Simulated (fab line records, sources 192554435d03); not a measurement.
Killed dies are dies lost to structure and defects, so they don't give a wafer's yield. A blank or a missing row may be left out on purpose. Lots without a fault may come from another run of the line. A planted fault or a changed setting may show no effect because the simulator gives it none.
A struck lot beside a sound one | flow n5_finfet | 20 steps out of a route of 1938
Sound: wafers L423.2, L423.5, L423.6. Struck: wafer L439.5. (L439.4, L439.6 of the same lot were not struck and are left out.) The cause comes at the end.
At each step with rows: each side's tool, then ch and its chambers, then its first start. Under that, the readings that differ: sound wafers | struck wafers | difference of the means | sigmas: that difference in standard deviations of wafers without a fault.
alike: readings whose means differ by less than 2 such deviations, and words and numbers that are the same on both sides. not compared: withheld readings, readings that some wafer has no value for, bounds like >300 that may hide the same value, and numbers for which the record gives no deviation and whose values overlap.
The two part at a step that has a row with sigmas, a row that says differs or no value, or rows on one side only. Numbers that don't overlap but have no deviation are shown without sigmas and don't part them. A reading that every wafer of one side lacks parts them only if that side has two wafers or more.

first, 7 steps without rows for these wafers: N5_BEOL_M4_PRE_CLEAN_60 (time 15 s); N5_BEOL_M4_CO_CAP_55 (material Co, precursor CCTBA/H2, target thk 2 nm, time 102.1 s); N5_BEOL_M4_PRE_CLEAN_56 (time 15 s); N5_BEOL_M4_DEP_57 (deposits SiCN from 3MS/NH3, target thk 8 nm, time 14 s); N5_BEOL_M5_ILD_DEP_00 (deposits SiCOH lowk from DEMS/porogen, target thk 140.64 nm, time 25.9 s); N5_BEOL_M5_CURE_79 (cures SiCOH lowk, time 240 s); N5_BEOL_M5_PECVD_70 (deposits SiO2 from TEOS/O2, target thk 16 nm, time 18 s).
N5_BEOL_M5_HM_DEP_02: deposits TiN, target thk 20 nm.
  sound on pvd_sputter-03, day 10 05:49; struck on pvd_sputter-03, day 13 17:10
  alike: throttle_valve_pct
then, 9 steps without rows for these wafers: N5_BEOL_M5_COAT_59 (time 60 s, resist thk 60 nm); N5_BEOL_M5_COAT_60 (time 60 s, resist thk 12 nm); N5_BEOL_M5_COAT_71 (time 60 s, resist thk 5 nm); N5_BEOL_M5_COAT_05 (resist thk 30 nm); N5_BEOL_M5_EBR_07; N5_BEOL_M5_SOFTBAKE_06 (time 60 s); N5_BEOL_M5_EXPOSE_08 (exposes mask M5, target cd 28 nm); N5_BEOL_M5_PEB_09 (peb time 60 s); N5_BEOL_M5_DEVELOP_10 (develop time 30 s).
N5_BEOL_M5_INSPECT_13: inspects for defects (brightfield).
  sound on defect_inspect-02, day 10 06:28; struck on defect_inspect-01, day 13 17:46
  reading          | sound       | struck | difference | sigmas
  raw_defect_count | 290 303 317 | 1064   | +761       | +8
then, 1 step without rows for these wafers: N5_BEOL_M5_DESCUM_16 (chemistry O2, time 7 s).
-- the record jumps here: 4 days lie between the struck wafers' starts before and after (it left off in module BEOL_M5 and takes up again in module PASSIVATION, whose first step shown is number 1936 of the route) --
N5_PASSIVATION_PROBE_49:
  sound on prober-01, day 14 12:22; struck on prober-02, day 18 05:05
  reading                  | sound          | struck | difference | sigmas
  defect_limited_yield (%) | 91.6 91.0 90.0 | 83.4   | -7.5       | -5
  killed_at_M4_up          | 14 16 17       | 128    | +112       | +21
  killed_dies              | 99 106 118     | 196    | +88        | +5
  sort_bin_5_function (%)  | 5.3 5.4 5.9    | 9.8    | +4.3       | +5
  sort_n_pass              | 1081 1074 1062 | 984    | -88        | -5
  sort_yield_pct (%)       | 91.6 91.0 90.0 | 83.4   | -7.5       | -5
  alike: killed_at_M0_to_M3, killed_at_contacts, killed_at_front_end, killed_at_other, killed_open, killed_short, sort_bin_6_memory

WHERE THEY PART
First at N5_BEOL_M5_INSPECT_13; last, within this record, at N5_PASSIVATION_PROBE_49.

WHY: what the simulator had put in
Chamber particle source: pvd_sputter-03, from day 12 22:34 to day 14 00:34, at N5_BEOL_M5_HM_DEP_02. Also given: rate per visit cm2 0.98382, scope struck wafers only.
